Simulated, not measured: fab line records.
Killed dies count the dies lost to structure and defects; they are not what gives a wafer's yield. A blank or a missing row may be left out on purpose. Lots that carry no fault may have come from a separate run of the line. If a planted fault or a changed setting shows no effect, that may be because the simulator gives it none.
Split-lot study + flow n5-finfet + 7 lots, 21 wafers read, on a route of 1938 steps

## ON THE SPLIT
At N5_FIN_SAQP_FIN_ETCH_36 (etches the open film in HBr/Cl2/O2, target depth 120 nm, time 50.4 s), the setting icp-w was moved away from the recipe's 800 W on 12 of the 21 wafers read, by -16.1% to +17.0%. For the rest of the wafers, this setting stayed at what the recipe calls for.

## FROM THE SPLIT TO THE READING: what the file shows between them, 3 steps
- N5_FIN_SAQP_PRECLEAN_38: cleans in O3/DIW, time 45 s
- N5_FIN_SAQP_PRECLEAN_45: cleans in dHF, time 10 s
- N5_FIN_SAQP_SRD_39: time 30 s

## THE READING
trench-depth-nm, in nm, at N5_FIN_SAQP_OCD_MEAS_76. A value of 119.8 nm with a standard deviation of 1.6 nm is what fault-free wafers of this fab line usually give.

| wafer  | tool, chamber at the split | icp-w as run, W | against the recipe | trench-depth-nm, nm | against lot-mates on the recipe |
|--------|----------------------------|-----------------|--------------------|---------------------|---------------------------------|
| L074.3 | rie-si-05, 2               | 800             | recipe             | 119.0               | -                               |
| L074.4 | rie-si-05, 0               | 747.4           | -6.6%              | 114.3               | -4.7                            |
| L074.6 | rie-si-05, 0               | 747.4           | -6.6%              | 115.1               | -3.9                            |
| L075.2 | rie-si-05, 1               | 743.3           | -7.1%              | 115.9               | -3.8                            |
| L075.3 | rie-si-05, 0               | 800             | recipe             | 119.7               | -                               |
| L075.5 | rie-si-05, 2               | 743.3           | -7.1%              | 115.6               | -4.1                            |
| L083.2 | rie-si-05, 1               | 899.5           | +12.4%             | 125.6               | no lot-mate on the recipe       |
| L083.3 | rie-si-05, 3               | 899.5           | +12.4%             | 124.3               | no lot-mate on the recipe       |
| L083.4 | rie-si-05, 2               | 899.5           | +12.4%             | 126.5               | no lot-mate on the recipe       |
| L088.2 | rie-si-03, 0               | 800             | recipe             | 119.9               | -                               |
| L088.3 | rie-si-03, 1               | 800             | recipe             | 120.8               | -                               |
| L088.5 | rie-si-03, 1               | 800             | recipe             | 120.4               | -                               |
| L091.3 | rie-si-05, 2               | 800             | recipe             | 119.8               | -                               |
| L091.4 | rie-si-05, 1               | 694.7           | -13.2%             | 111.3               | -9.0                            |
| L091.5 | rie-si-05, 0               | 800             | recipe             | 120.8               | -                               |
| L096.1 | rie-si-03, 2               | 936             | +17.0%             | 127.4               | +10.0                           |
| L096.2 | rie-si-03, 3               | 800             | recipe             | 117.4               | -                               |
| L096.3 | rie-si-03, 1               | 936             | +17.0%             | 129.5               | +12.1                           |
| L097.2 | rie-si-04, 0               | 671.4           | -16.1%             | 111.1               | -9.3                            |
| L097.3 | rie-si-04, 2               | 800             | recipe             | 120.4               | -                               |
| L097.4 | rie-si-04, 1               | 671.4           | -16.1%             | 112.2               | -8.2                            |

THE FIT
A straight line over all 21 wafers: trench-depth-nm changes by +0.523 nm for each +1% of icp-w; r = +0.98; the points scatter about the line by 1.1 nm.
The same after taking each lot's own level away (the mean of its wafers on the recipe; 18 wafers): +0.615 nm for each +1%; r = +0.99; scatter 0.72 nm.
That fit puts the effect of the largest move of icp-w on the reading at 10 nm.
Measured against the standard deviation above, the lots' own levels, which go from 117.40 to 120.40 nm, span 1.9 times it.
In other words, the slope is changed by the lot-to-lot level; the two fits disagree.
Check: with one of the wafers moved furthest among these (+17.0%) left out of the fit, the line predicts +10.9 nm for it against its lot-mates. It came out at +10 nm against them.

## THESE WAFERS: OTHER SPLITS
These wafers also went through other splits before the reading. Each is held against what the fit with the lots' levels taken away leaves over:
| other split on the same wafers                    | wafers away from the commonest value | r with trench-depth-nm (lot level and that fit taken away) |
|---------------------------------------------------|--------------------------------------|------------------------------------------------------------|
| N5_WELL_APT_COAT_19 spin-rpm                      | 7                                    | +0.21                                                      |
| N5_WELL_APT_PEB_23 peb-temp-c                     | 5                                    | +0.15                                                      |
| N5_PMOS_HMC_CHANNEL_EPI_PEB_07 peb-temp-c         | 8                                    | +0.00                                                      |
| N5_PMOS_HMC_CHANNEL_EPI_DEVELOP_08 develop-time-s | 4                                    | +0.25                                                      |

## THE WHOLE CHAIN: every reading that the file lists as answering this split, in the file's order
| step                    | what it does                                                         | reading                                                                    | change (the file's fit)               | r (the file's) |
|-------------------------|----------------------------------------------------------------------|----------------------------------------------------------------------------|---------------------------------------|----------------|
| N5_FIN_SAQP_FIN_ETCH_36 | etches the open film in HBr/Cl2/O2, target depth 120 nm, time 50.4 s | FIN_SAQP.feature-depth-nm (the simulator's own value, which no gauge read) | +0.623 nm for each +1% of the setting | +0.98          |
| N5_FIN_SAQP_FIN_ETCH_36 | etches the open film in HBr/Cl2/O2, target depth 120 nm, time 50.4 s | etch.depth-nm (the simulator's own value, which no gauge read)             | +0.622 nm for each +1% of the setting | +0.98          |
| N5_FIN_SAQP_OCD_MEAS_76 |                                                                      | trench-depth-nm                                                            | +0.619 nm for each +1% of the setting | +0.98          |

## FILE'S OWN FIT
trench-depth-nm changes by +0.619 nm for each +1% of icp-w, r = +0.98.
